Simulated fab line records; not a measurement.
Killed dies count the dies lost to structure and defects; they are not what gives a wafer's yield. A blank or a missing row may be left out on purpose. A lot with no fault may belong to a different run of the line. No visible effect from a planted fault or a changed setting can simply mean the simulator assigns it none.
Which of the tools did it? / flow n5_finfet / 9 lots, 22 wafers sampled, at 7 steps of a route of 1938

== WHAT EACH GAUGE READ, for each wafer ==
N5_BEOL_M0_SAQP_THK_MEAS_05. Usual: thk_nm at 59.9 nm, with a standard deviation of 0.79.
lot=L838; measured=day 6 10:01; on=film_metro-01; thk_nm (nm)=60.0 60.5 60.3; flag=
lot=L839; measured=day 6 10:03; on=film_metro-02; thk_nm (nm)=59.2 59.2 59.4; flag=
lot=L846; measured=day 7 13:56; on=film_metro-01; thk_nm (nm)=59.2 59.8; flag=
lot=L849; measured=day 8 10:43; on=film_metro-01; thk_nm (nm)=59.8 59.3; flag=
lot=L850; measured=day 8 15:26; on=film_metro-01; thk_nm (nm)=58.7 60.9 60.1; flag=
lot=L855; measured=day 9 17:44; on=film_metro-01; thk_nm (nm)=58.5 77.1; flag=OFF
lot=L856; measured=day 10 03:40; on=film_metro-02; thk_nm (nm)=58.8 76.5; flag=OFF
lot=L858; measured=day 10 17:27; on=film_metro-01; thk_nm (nm)=59.8 77.8; flag=OFF
lot=L861; measured=day 11 10:24; on=film_metro-02; thk_nm (nm)=59.4 60.0 62.0; flag=

N5_BEOL_M0_SAQP_INSPECT_16: inspects for defects (brightfield). Usual: raw_defect_count at 527, with a standard deviation of 140.
lot=L838; measured=day 6 10:34; on=defect_inspect-01; raw_defect_count=447 366 552; flag=
lot=L839; measured=day 6 10:43; on=defect_inspect-02; raw_defect_count=574 359 522; flag=
lot=L846; measured=day 7 14:21; on=defect_inspect-01; raw_defect_count=660 796; flag=
lot=L849; measured=day 8 11:10; on=defect_inspect-01; raw_defect_count=466 478; flag=
lot=L850; measured=day 8 15:50; on=defect_inspect-02; raw_defect_count=344 654 665; flag=
lot=L855; measured=day 9 18:19; on=defect_inspect-02; raw_defect_count=341 544; flag=
lot=L856; measured=day 10 04:05; on=defect_inspect-01; raw_defect_count=430 521; flag=
lot=L858; measured=day 10 17:59; on=defect_inspect-01; raw_defect_count=682 691; flag=
lot=L861; measured=day 11 10:56; on=defect_inspect-02; raw_defect_count=619 675 475; flag=

N5_BEOL_M4_RC_MEAS_101. Usual: DIBL_N 36.0 mV/V, standard deviation 1.7; DIBL_P 36.2 mV/V, standard deviation 2.3; IOFF_N 0.16 nA/um, standard deviation 0.03; IOFF_P 0.21 nA/um, standard deviation 0.036; ION_N 679 uA/um, standard deviation 11; ION_P 465 uA/um, standard deviation 7.1; SS_N 71.4 mV/dec, standard deviation 0.58; SS_P 73.3 mV/dec, standard deviation 0.75; VT_N 249 mV, standard deviation 3.1; VT_P -251 mV, standard deviation 3.5.
lot=L838; measured=day 8 23:01; on=prober-02; DIBL_N (mV/V)=35.5 38.1 38.1; DIBL_P (mV/V)=34.9 37.4 38.4; IOFF_N (nA/um)=0.14 0.18 0.19; IOFF_P (nA/um)=0.22 0.26 0.28; ION_N (uA/um)=681 683 691; ION_P (uA/um)=465 468 471; SS_N (mV/dec)=71.0 71.8 71.3; SS_P (mV/dec)=73.4 73.6 73.9; VT_N (mV)=248 248 245; VT_P (mV)=-249 -246 -247; flag=
lot=L839; measured=day 8 21:14; on=prober-01; DIBL_N (mV/V)=33.9 32.7 35.4; DIBL_P (mV/V)=33.3 31.5 35.5; IOFF_N (nA/um)=0.14 0.12 0.15; IOFF_P (nA/um)=0.19 0.17 0.21; ION_N (uA/um)=673 665 683; ION_P (uA/um)=461 459 467; SS_N (mV/dec)=71.0 70.9 70.4; SS_P (mV/dec)=73.1 72.2 72.8; VT_N (mV)=248 252 249; VT_P (mV)=-250 -253 -249; flag=
lot=L846; measured=day 9 18:01; on=prober-01; DIBL_N (mV/V)=37.9 38.0; DIBL_P (mV/V)=40.0 40.4; IOFF_N (nA/um)=0.17 0.19; IOFF_P (nA/um)=0.19 0.20; ION_N (uA/um)=677 688; ION_P (uA/um)=452 453; SS_N (mV/dec)=72.1 72.6; SS_P (mV/dec)=74.2 74.5; VT_N (mV)=251 248; VT_P (mV)=-259 -258; flag=
lot=L849; measured=day 11 10:43; on=prober-01; DIBL_N (mV/V)=33.8 33.5; DIBL_P (mV/V)=34.2 33.8; IOFF_N (nA/um)=0.14 0.14; IOFF_P (nA/um)=0.20 0.19; ION_N (uA/um)=687 684; ION_P (uA/um)=469 473; SS_N (mV/dec)=71.0 70.9; SS_P (mV/dec)=72.1 73.0; VT_N (mV)=248 249; VT_P (mV)=-251 -251; flag=
lot=L850; measured=day 11 11:38; on=prober-01; DIBL_N (mV/V)=35.9 36.5 36.0; DIBL_P (mV/V)=35.8 36.3 35.3; IOFF_N (nA/um)=0.15 0.14 0.14; IOFF_P (nA/um)=0.22 0.21 0.21; ION_N (uA/um)=681 679 677; ION_P (uA/um)=470 469 469; SS_N (mV/dec)=71.1 71.9 71.3; SS_P (mV/dec)=73.0 73.3 73.0; VT_N (mV)=249 252 253; VT_P (mV)=-252 -250 -247; flag=
lot=L855; measured=day 12 03:39; on=prober-01; DIBL_N (mV/V)=34.1 34.0; DIBL_P (mV/V)=33.0 33.6; IOFF_N (nA/um)=0.11 0.11; IOFF_P (nA/um)=0.14 0.15; ION_N (uA/um)=664 664; ION_P (uA/um)=456 462; SS_N (mV/dec)=71.0 70.4; SS_P (mV/dec)=72.5 71.6; VT_N (mV)=254 254; VT_P (mV)=-258 -254; flag=
lot=L856; measured=day 12 16:13; on=prober-02; DIBL_N (mV/V)=39.7 36.5; DIBL_P (mV/V)=41.2 37.4; IOFF_N (nA/um)=0.23 0.15; IOFF_P (nA/um)=0.28 0.20; ION_N (uA/um)=703 681; ION_P (uA/um)=477 469; SS_N (mV/dec)=72.0 71.9; SS_P (mV/dec)=73.9 72.5; VT_N (mV)=244 249; VT_P (mV)=-247 -250; flag=
lot=L858; measured=day 13 18:50; on=prober-02; DIBL_N (mV/V)=37.2 38.1; DIBL_P (mV/V)=38.2 39.5; IOFF_N (nA/um)=0.18 0.20; IOFF_P (nA/um)=0.23 0.25; ION_N (uA/um)=680 699; ION_P (uA/um)=464 476; SS_N (mV/dec)=71.8 71.8; SS_P (mV/dec)=74.4 74.7; VT_N (mV)=249 245; VT_P (mV)=-252 -249; flag=
lot=L861; measured=day 14 04:23; on=prober-01; DIBL_N (mV/V)=37.0 36.6 38.6; DIBL_P (mV/V)=37.6 37.2 39.7; IOFF_N (nA/um)=0.16 0.17 0.20; IOFF_P (nA/um)=0.22 0.22 0.27; ION_N (uA/um)=687 683 688; ION_P (uA/um)=469 462 470; SS_N (mV/dec)=71.7 71.3 72.0; SS_P (mV/dec)=73.4 73.8 74.9; VT_N (mV)=250 247 245; VT_P (mV)=-251 -252 -249; flag=

== TOOL THAT RAN EACH LOT (tool first, then ch and the chambers of the sampled wafers, then the start) ==
lot=L838; N5_MOL_CONTACT_COAG_ETCH_67=rie_diel-05 ch 1,2, day 5 06:30; N5_BEOL_M0_SAQP_PECVD_03=pecvd-04 ch 0,2, day 6 09:49; N5_BEOL_M0_SAQP_PECVD_04=pecvd-04 ch 0,2, day 6 09:55; N5_BEOL_M0_SAQP_MANDREL_ETCH_20=rie_si-04 ch 1,2,3, day 6 10:58
lot=L839; N5_MOL_CONTACT_COAG_ETCH_67=rie_diel-01 ch 3, day 5 07:28; N5_BEOL_M0_SAQP_PECVD_03=pecvd-01 ch 0,2, day 6 09:50; N5_BEOL_M0_SAQP_PECVD_04=pecvd-01 ch 0,2, day 6 09:58; N5_BEOL_M0_SAQP_MANDREL_ETCH_20=rie_si-01 ch 0,2,3, day 6 11:14
lot=L846; N5_MOL_CONTACT_COAG_ETCH_67=rie_diel-01 ch 1,2, day 7 05:29; N5_BEOL_M0_SAQP_PECVD_03=pecvd-01 ch 0, day 7 13:44; N5_BEOL_M0_SAQP_PECVD_04=pecvd-01 ch 0, day 7 13:50; N5_BEOL_M0_SAQP_MANDREL_ETCH_20=rie_si-04 ch 1,2, day 7 14:50
lot=L849; N5_MOL_CONTACT_COAG_ETCH_67=rie_diel-05 ch 1, day 8 02:26; N5_BEOL_M0_SAQP_PECVD_03=pecvd-04 ch 0,2, day 8 10:30; N5_BEOL_M0_SAQP_PECVD_04=pecvd-04 ch 0,2, day 8 10:37; N5_BEOL_M0_SAQP_MANDREL_ETCH_20=rie_si-04 ch 0,3, day 8 11:32
lot=L850; N5_MOL_CONTACT_COAG_ETCH_67=rie_diel-06 ch 1,2, day 8 06:50; N5_BEOL_M0_SAQP_PECVD_03=pecvd-04 ch 0,2, day 8 15:12; N5_BEOL_M0_SAQP_PECVD_04=pecvd-04 ch 0,2, day 8 15:19; N5_BEOL_M0_SAQP_MANDREL_ETCH_20=rie_si-02 ch 0,1,2, day 8 16:23
lot=L855; N5_MOL_CONTACT_COAG_ETCH_67=rie_diel-01 ch 0, day 9 10:23; N5_BEOL_M0_SAQP_PECVD_03=pecvd-04 ch 0,1, day 9 17:31; N5_BEOL_M0_SAQP_PECVD_04=pecvd-04 ch 0,1, day 9 17:38; N5_BEOL_M0_SAQP_MANDREL_ETCH_20=rie_si-01 ch 0,2, day 9 18:57
lot=L856; N5_MOL_CONTACT_COAG_ETCH_67=rie_diel-06 ch 1,2, day 9 19:16; N5_BEOL_M0_SAQP_PECVD_03=pecvd-04 ch 0,2, day 10 03:27; N5_BEOL_M0_SAQP_PECVD_04=pecvd-04 ch 0,2, day 10 03:34; N5_BEOL_M0_SAQP_MANDREL_ETCH_20=rie_si-04 ch 0,2, day 10 04:24
lot=L858; N5_MOL_CONTACT_COAG_ETCH_67=rie_diel-05 ch 1,2, day 10 12:17; N5_BEOL_M0_SAQP_PECVD_03=pecvd-04 ch 0,1, day 10 17:14; N5_BEOL_M0_SAQP_PECVD_04=pecvd-04 ch 0,1, day 10 17:21; N5_BEOL_M0_SAQP_MANDREL_ETCH_20=rie_si-02 ch 0, day 10 18:40
lot=L861; N5_MOL_CONTACT_COAG_ETCH_67=rie_diel-05 ch 0,1,3, day 11 03:49; N5_BEOL_M0_SAQP_PECVD_03=pecvd-03 ch 1,2, day 11 10:11; N5_BEOL_M0_SAQP_PECVD_04=pecvd-03 ch 1,2, day 11 10:19; N5_BEOL_M0_SAQP_MANDREL_ETCH_20=rie_si-04 ch 0,2,3, day 11 11:32
- N5_MOL_CONTACT_COAG_ETCH_67: etches SOC in N2/H2, target depth 60 nm, overetch 21 nm, time 101.2 s.
- N5_BEOL_M0_SAQP_PECVD_03: deposits SiCN from 3MS/NH3, target thk 12 nm, time 21.1 s.
- N5_BEOL_M0_SAQP_PECVD_04: deposits a-Si from SiH4/He, target thk 60 nm, time 60.2 s.
- N5_BEOL_M0_SAQP_MANDREL_ETCH_20: etches a-Si in HBr/Cl2, stops on SiNx, target depth 60 nm, bt time 10 s, time 30 s.

== AS READ BY THE TOOLS THEMSELVES (means over the sampled wafers that have a number; for cases with no such wafer, the mark the record gives instead) ==
N5_MOL_CONTACT_COAG_ETCH_67. Usual: drypump_motor_current_A 5.6 A, standard deviation 0.4; h2_flow_sccm 200.0 sccm, standard deviation 0.6; oes_product_au 0.68 a.u., standard deviation 0.074; rf_vpp_V 524.7 V, standard deviation 2; showerhead_plenum_p_Torr 2.57 Torr, standard deviation 0.071; throttle_valve_pct 17.80 %, standard deviation 0.2.
lot=L838; tool=rie_diel-05; drypump_motor_current_A (A)=5.8; h2_flow_sccm (sccm)=199.8; oes_product_au (a.u.)=0.79; rf_vpp_V (V)=522.4; showerhead_plenum_p_Torr (Torr)=2.49; throttle_valve_pct (%)=17.77; flag=
lot=L839; tool=rie_diel-01; drypump_motor_current_A (A)=5.6; h2_flow_sccm (sccm)=199.8; oes_product_au (a.u.)=0.59; rf_vpp_V (V)=527.1; showerhead_plenum_p_Torr (Torr)=2.63; throttle_valve_pct (%)=17.96; flag=
lot=L846; tool=rie_diel-01; drypump_motor_current_A (A)=5.5; h2_flow_sccm (sccm)=200.4; oes_product_au (a.u.)=0.75; rf_vpp_V (V)=524.6; showerhead_plenum_p_Torr (Torr)=2.58; throttle_valve_pct (%)=17.64; flag=
lot=L849; tool=rie_diel-05; drypump_motor_current_A (A)=5.9; h2_flow_sccm (sccm)=199.6; oes_product_au (a.u.)=0.76; rf_vpp_V (V)=522.5; showerhead_plenum_p_Torr (Torr)=2.47; throttle_valve_pct (%)=17.81; flag=
lot=L850; tool=rie_diel-06; drypump_motor_current_A (A)=5.6; h2_flow_sccm (sccm)=199.5; oes_product_au (a.u.)=0.68; rf_vpp_V (V)=525.3; showerhead_plenum_p_Torr (Torr)=2.60; throttle_valve_pct (%)=17.74; flag=
lot=L855; tool=rie_diel-01; drypump_motor_current_A (A)=5.4; h2_flow_sccm (sccm)=199.2; oes_product_au (a.u.)=0.71; rf_vpp_V (V)=524.8; showerhead_plenum_p_Torr (Torr)=2.56; throttle_valve_pct (%)=17.61; flag=
lot=L856; tool=rie_diel-06; drypump_motor_current_A (A)=5.7; h2_flow_sccm (sccm)=199.6; oes_product_au (a.u.)=0.65; rf_vpp_V (V)=523.4; showerhead_plenum_p_Torr (Torr)=2.54; throttle_valve_pct (%)=17.81; flag=
lot=L858; tool=rie_diel-05; drypump_motor_current_A (A)=5.8; h2_flow_sccm (sccm)=199.9; oes_product_au (a.u.)=0.72; rf_vpp_V (V)=522.1; showerhead_plenum_p_Torr (Torr)=2.46; throttle_valve_pct (%)=17.86; flag=
lot=L861; tool=rie_diel-05; drypump_motor_current_A (A)=5.9; h2_flow_sccm (sccm)=200.4; oes_product_au (a.u.)=0.72; rf_vpp_V (V)=523.4; showerhead_plenum_p_Torr (Torr)=2.55; throttle_valve_pct (%)=17.74; flag=

N5_BEOL_M0_SAQP_PECVD_03. Usual: chamber_pressure_Torr 3.000 Torr, standard deviation 0.0063; showerhead_plenum_p_Torr 3.667 Torr, standard deviation 0.016; throttle_valve_pct 9.0 %, standard deviation 0.56.
lot=L838; tool=pecvd-04; chamber_pressure_Torr (Torr)=2.992; showerhead_plenum_p_Torr (Torr)=3.670; throttle_valve_pct (%)=8.9; flag=
lot=L839; tool=pecvd-01; chamber_pressure_Torr (Torr)=3.004; showerhead_plenum_p_Torr (Torr)=3.653; throttle_valve_pct (%)=9.0; flag=
lot=L846; tool=pecvd-01; chamber_pressure_Torr (Torr)=3.005; showerhead_plenum_p_Torr (Torr)=3.658; throttle_valve_pct (%)=8.7; flag=
lot=L849; tool=pecvd-04; chamber_pressure_Torr (Torr)=3.004; showerhead_plenum_p_Torr (Torr)=3.655; throttle_valve_pct (%)=8.8; flag=
lot=L850; tool=pecvd-04; chamber_pressure_Torr (Torr)=2.999; showerhead_plenum_p_Torr (Torr)=3.669; throttle_valve_pct (%)=8.6; flag=
lot=L855; tool=pecvd-04; chamber_pressure_Torr (Torr)=3.008; showerhead_plenum_p_Torr (Torr)=3.678; throttle_valve_pct (%)=9.1; flag=
lot=L856; tool=pecvd-04; chamber_pressure_Torr (Torr)=3.002; showerhead_plenum_p_Torr (Torr)=3.671; throttle_valve_pct (%)=8.6; flag=
lot=L858; tool=pecvd-04; chamber_pressure_Torr (Torr)=2.997; showerhead_plenum_p_Torr (Torr)=3.675; throttle_valve_pct (%)=9.2; flag=
lot=L861; tool=pecvd-03; chamber_pressure_Torr (Torr)=3.001; showerhead_plenum_p_Torr (Torr)=3.670; throttle_valve_pct (%)=8.9; flag=

N5_BEOL_M0_SAQP_PECVD_04. Usual: chamber_pressure_Torr 3.001 Torr, standard deviation 0.0069; heater_power_w 628 W, standard deviation 52; showerhead_plenum_p_Torr 5.67 Torr, standard deviation 0.056; throttle_valve_pct 18.0 %, standard deviation 1.1.
lot=L838; tool=pecvd-04; chamber_pressure_Torr (Torr)=3.000; heater_power_w (W)=640; showerhead_plenum_p_Torr (Torr)=5.68; throttle_valve_pct (%)=17.9; flag=
lot=L839; tool=pecvd-01; chamber_pressure_Torr (Torr)=3.002; heater_power_w (W)=691; showerhead_plenum_p_Torr (Torr)=5.63; throttle_valve_pct (%)=18.0; flag=
lot=L846; tool=pecvd-01; chamber_pressure_Torr (Torr)=2.993; heater_power_w (W)=648; showerhead_plenum_p_Torr (Torr)=5.64; throttle_valve_pct (%)=17.4; flag=
lot=L849; tool=pecvd-04; chamber_pressure_Torr (Torr)=2.998; heater_power_w (W)=664; showerhead_plenum_p_Torr (Torr)=5.69; throttle_valve_pct (%)=17.6; flag=
lot=L850; tool=pecvd-04; chamber_pressure_Torr (Torr)=3.009; heater_power_w (W)=620; showerhead_plenum_p_Torr (Torr)=5.69; throttle_valve_pct (%)=16.8; flag=
lot=L855; tool=pecvd-04; chamber_pressure_Torr (Torr)=3.006; heater_power_w (W)=671; showerhead_plenum_p_Torr (Torr)=5.71; throttle_valve_pct (%)=18.4; flag=
lot=L856; tool=pecvd-04; chamber_pressure_Torr (Torr)=3.006; heater_power_w (W)=616; showerhead_plenum_p_Torr (Torr)=5.69; throttle_valve_pct (%)=17.4; flag=
lot=L858; tool=pecvd-04; chamber_pressure_Torr (Torr)=3.006; heater_power_w (W)=706; showerhead_plenum_p_Torr (Torr)=5.71; throttle_valve_pct (%)=18.4; flag=
lot=L861; tool=pecvd-03; chamber_pressure_Torr (Torr)=3.005; heater_power_w (W)=651; showerhead_plenum_p_Torr (Torr)=5.69; throttle_valve_pct (%)=17.7; flag=

N5_BEOL_M0_SAQP_MANDREL_ETCH_20. Usual: drypump_motor_current_A 5.9 A, standard deviation 0.42; mfc_cl2_sccm 80.00 sccm, standard deviation 0.24; oes_product_au 0.769 a.u., standard deviation 0.015; throttle_valve_pct 35.4 %, standard deviation 0.3.
lot=L838; tool=rie_si-04; drypump_motor_current_A (A)=6.1; mfc_cl2_sccm (sccm)=79.85; oes_product_au (a.u.)=0.765; throttle_valve_pct (%)=35.3; flag=
lot=L839; tool=rie_si-01; drypump_motor_current_A (A)=6.0; mfc_cl2_sccm (sccm)=80.03; oes_product_au (a.u.)=0.759; throttle_valve_pct (%)=35.8; flag=
lot=L846; tool=rie_si-04; drypump_motor_current_A (A)=6.2; mfc_cl2_sccm (sccm)=80.16; oes_product_au (a.u.)=0.758; throttle_valve_pct (%)=35.5; flag=
lot=L849; tool=rie_si-04; drypump_motor_current_A (A)=5.8; mfc_cl2_sccm (sccm)=80.09; oes_product_au (a.u.)=0.760; throttle_valve_pct (%)=35.2; flag=
lot=L850; tool=rie_si-02; drypump_motor_current_A (A)=5.8; mfc_cl2_sccm (sccm)=79.97; oes_product_au (a.u.)=0.776; throttle_valve_pct (%)=35.1; flag=
lot=L855; tool=rie_si-01; drypump_motor_current_A (A)=5.8; mfc_cl2_sccm (sccm)=80.07; oes_product_au (a.u.)=0.836; throttle_valve_pct (%)=35.4; flag=OFF
lot=L856; tool=rie_si-04; drypump_motor_current_A (A)=5.8; mfc_cl2_sccm (sccm)=79.69; oes_product_au (a.u.)=0.814; throttle_valve_pct (%)=35.4; flag=
lot=L858; tool=rie_si-02; drypump_motor_current_A (A)=6.0; mfc_cl2_sccm (sccm)=80.25; oes_product_au (a.u.)=0.864; throttle_valve_pct (%)=35.1; flag=OFF
lot=L861; tool=rie_si-04; drypump_motor_current_A (A)=5.9; mfc_cl2_sccm (sccm)=79.88; oes_product_au (a.u.)=0.762; throttle_valve_pct (%)=35.3; flag=

== THE ANSWER, worked out from the rows above alone ==
Rule: lot off if the mean of its wafers having a number is beyond 3 standard deviations from the usual mean. A lot without any number at a reading at which 4 lots or more have one is off too. All remaining lots with rows at the step are treated as sound. After the gauges, taken in route order, come the tools' own readings; for these a lot's mean is taken, as printed above. The first step at which some lot is off is used, and at that step the reading that is off furthest; a lot without a number counts as furthest.
Off at N5_BEOL_M0_SAQP_THK_MEAS_05 (thk_nm): L855, L856, L858.
If a tool, at a process step before that reading, ran all the lots that are off and no sound lot after the first of them, it fits. Gauges at N5_BEOL_M0_SAQP_THK_MEAS_05: tried the same way as those tools. One candidate fits, namely pecvd-04 at N5_BEOL_M0_SAQP_PECVD_03 and N5_BEOL_M0_SAQP_PECVD_04. At N5_BEOL_M0_SAQP_PECVD_03 its last sound lot is L850 (day 8 15:12), its first lot that is off L855 (day 9 17:31): a fault that began between those two fits.

== WHAT THE SIMULATOR HAD PUT IN ==
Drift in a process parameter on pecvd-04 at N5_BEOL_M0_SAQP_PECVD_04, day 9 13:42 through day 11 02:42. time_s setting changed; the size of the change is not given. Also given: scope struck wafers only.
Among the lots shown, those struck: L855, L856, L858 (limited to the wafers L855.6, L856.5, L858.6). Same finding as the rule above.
